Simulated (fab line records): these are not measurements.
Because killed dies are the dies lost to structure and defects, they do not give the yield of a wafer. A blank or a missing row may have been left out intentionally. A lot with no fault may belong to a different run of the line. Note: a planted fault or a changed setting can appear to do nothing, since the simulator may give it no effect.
A single fault, viewed from 2 desks	flow nand harc	numbers are kept per desk, each desk with only its own; the story behind them comes last

## TOOL OWNER'S DESK, litho track-01
The tool's own readings at NHARC_A_BLC_PEB_08 (peb time 65 s): means of the sampled wafers that have a number, for each lot that ran on this tool. Marked OUT: a lot whose mean sits more than 4 standard deviations from the usual mean, which makes it out of limits; the brackets give that distance.
Columns: A = heater power total W at NHARC_A_BLC_PEB_08, usual 156.5 W; B = plate temp C at NHARC_A_BLC_PEB_08, usual 100.03 C
lot	first seen here	A	B
L846	day 23 14:32	156.7	99.93
L848	day 25 14:36	156.3	100.02
L854	day 27 23:41	138.6 (-43) OUT	91.64 (-60) OUT
L856	day 28 14:11	138.2 (-43) OUT	91.60 (-60) OUT
L864	day 31 18:20	156.7	100.24
This desk's finding: out of limits on L854, L856; first on L854, day 27 23:41 (heater power total W at NHARC_A_BLC_PEB_08). Within limits: L846, L848, L864.

## AT THE METROLOGY DESK
Means of the sampled wafers that have a number, per lot and without regard to the tool the lot ran on: this is what the gauges read. Marked OUT: a lot whose mean sits more than 4 standard deviations from the usual mean, which makes it out of limits; the brackets give that distance.
Columns: A = cd nm at NHARC_A_BLC_CD_MEAS_10, usual 99.9 nm
lot	first seen here	A
L843	day 23 03:34	101.4
L846	day 23 14:37	100.0
L844	day 23 16:56	98.9
L847	day 25 08:53	100.2
L848	day 25 14:40	99.2
L849	day 25 16:30	99.7
L850	day 26 07:36	99.5
L851	day 26 14:07	99.6
L854	day 27 23:46	62.4 (-58) OUT
L856	day 28 14:16	63.2 (-56) OUT
L864	day 31 18:25	99.6
L865	day 31 19:25	100.6
This desk's finding: out of limits on L854, L856; first on L854, day 27 23:46 (cd nm at NHARC_A_BLC_CD_MEAS_10). Within limits: L843, L846, L844, L847, L848, L849, L850, L851, L864, L865.

## BROUGHT TOGETHER
The tool owner's desk had the chance to raise an alarm at day 27 23:41 on L854, L856.
On L854, L856, the metrology desk was in a position to raise an alarm at day 27 23:46.
On litho track-01, each named lot ran NHARC_A_BLC_PEB_08.

## WHAT HAD BEEN PUT IN BY THE SIMULATOR
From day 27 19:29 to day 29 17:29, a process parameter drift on litho track-01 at NHARC_A_BLC_PEB_08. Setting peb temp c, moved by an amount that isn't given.
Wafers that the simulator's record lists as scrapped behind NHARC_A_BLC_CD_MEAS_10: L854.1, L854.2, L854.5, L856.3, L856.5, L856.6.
Lots struck among those shown: L854, L856.
Time in hours from fault onset to the first out-of-limits reading at each desk: tool owner's desk 4, metrology desk 4.
